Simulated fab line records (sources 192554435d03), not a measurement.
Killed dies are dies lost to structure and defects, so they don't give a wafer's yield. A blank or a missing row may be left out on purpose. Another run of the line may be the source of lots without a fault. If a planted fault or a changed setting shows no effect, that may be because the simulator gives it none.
Split-lot experiment	flow n5 finfet	21 wafers read across 7 lots, on a route 1938 steps long

## ON THE SPLIT
At N5_SD_EPI_P_PEB_07 (peb time 60 s), the setting peb time s was moved away from the recipe's 60 s on 9 of the 21 wafers read, by -16.9% to +20.8%. All remaining wafers had this setting at the recipe value.

## SPLIT TO READING: what lies between them in the file, 1 step
- N5_SD_EPI_P_DEVELOP_08: develop time 30 s

## THE READING
cd nm at N5_SD_EPI_P_CD_MEAS_09, given in nm (cd target 240 nm). Typical for fault-free wafers on this fab line: 239.9 nm, with standard deviation 0.56 nm.

wafer	tool, chamber at the split	peb time s as run, s	against the recipe	cd nm, nm	against lot-mates on the recipe
L075.2	litho track-05, 0	60	recipe	238.8	-
L075.4	litho track-05, 0	60	recipe	240.4	-
L075.6	litho track-05, 0	60	recipe	240.6	-
L077.2	litho track-01, 0	60	recipe	239.9	-
L077.3	litho track-01, 0	71.87	+19.8%	245.7	+5.6
L077.6	litho track-01, 0	60	recipe	240.2	-
L085.3	litho track-04, 0	60	recipe	241.0	-
L085.4	litho track-04, 0	60	recipe	241.6	-
L085.6	litho track-04, 0	60	recipe	241.0	-
L087.2	litho track-04, 0	60	recipe	239.9	-
L087.3	litho track-04, 0	49.83	-16.9%	232.7	-7.2
L087.6	litho track-04, 0	49.83	-16.9%	232.9	-7.0
L090.2	litho track-01, 0	55.83	-7.0%	237.7	-2.0
L090.5	litho track-01, 0	60	recipe	239.9	-
L090.6	litho track-01, 0	60	recipe	239.4	-
L094.2	litho track-05, 0	70.55	+17.6%	246.1	no lot-mate on the recipe
L094.3	litho track-05, 0	70.55	+17.6%	245.5	no lot-mate on the recipe
L094.6	litho track-05, 0	70.55	+17.6%	245.9	no lot-mate on the recipe
L096.1	litho track-01, 0	72.48	+20.8%	246.7	+7.0
L096.2	litho track-01, 0	72.48	+20.8%	246.1	+6.4
L096.4	litho track-01, 0	60	recipe	239.7	-

FIT RESULTS
A straight line over all 21 wafers: cd nm changes by +0.341 nm for each +1% of peb time s; r = +0.98; the points scatter about the line by 0.83 nm.
The same after taking each lot's own level away (the mean of its wafers on the recipe; 18 wafers): +0.346 nm for each +1%; r = +0.99; scatter 0.65 nm.
That fit puts the effect of the largest move of peb time s on the reading at 7.2 nm.
The lots' own levels span 239.65 to 241.20 nm, that is 2.8 times the standard deviation above.
Hence the lot-to-lot level has little effect on the slope; both slopes agree.
Check: +6.94 nm against its lot-mates is what the line predicts for one of the wafers moved furthest among these (+20.8%) when that wafer is left out of the fit. Against them it came out at +7 nm.

## ADDITIONAL SPLITS CARRIED BY THESE WAFERS
Note: prior to the reading, these wafers also went through further splits. Each is held against what the fit with the lots' levels taken away leaves over:
other split on the same wafers	wafers away from the commonest value	r with cd nm (lot level and that fit taken away)
N5_FIN_SAQP_FIN_ETCH_36 icp w	10	+0.03
N5_DUMMY_GATE_HM_DEP_06 time s	18	+0.29
N5_DUMMY_GATE_COAT_35 spin rpm	6	-0.04

## THE WHOLE CHAIN: every reading that the file lists as answering this split, in the file's order
step	what it does	reading	change (the file's fit)	r (the file's)
N5_SD_EPI_P_CD_MEAS_09	target cd 240 nm	cd nm	+0.332 nm for each +1% of the setting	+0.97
N5_SD_EPI_P_DESCUM_14	chemistry O2, time 7.9 s	SD_EPI_P.cd nm (the simulator's own value, which no gauge read)	+0.331 nm for each +1% of the setting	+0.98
N5_SD_EPI_P_SD_RECESS_17	chemistry HBr/Cl2/O2, target depth 39.1 nm, bt time 3 s	SD_EPI_P.cd nm (the simulator's own value, which no gauge read)	+0.324 nm for each +1% of the setting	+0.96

## THE FILE'S OWN FIT
cd nm changes by +0.332 nm for each +1% of peb time s, r = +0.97.
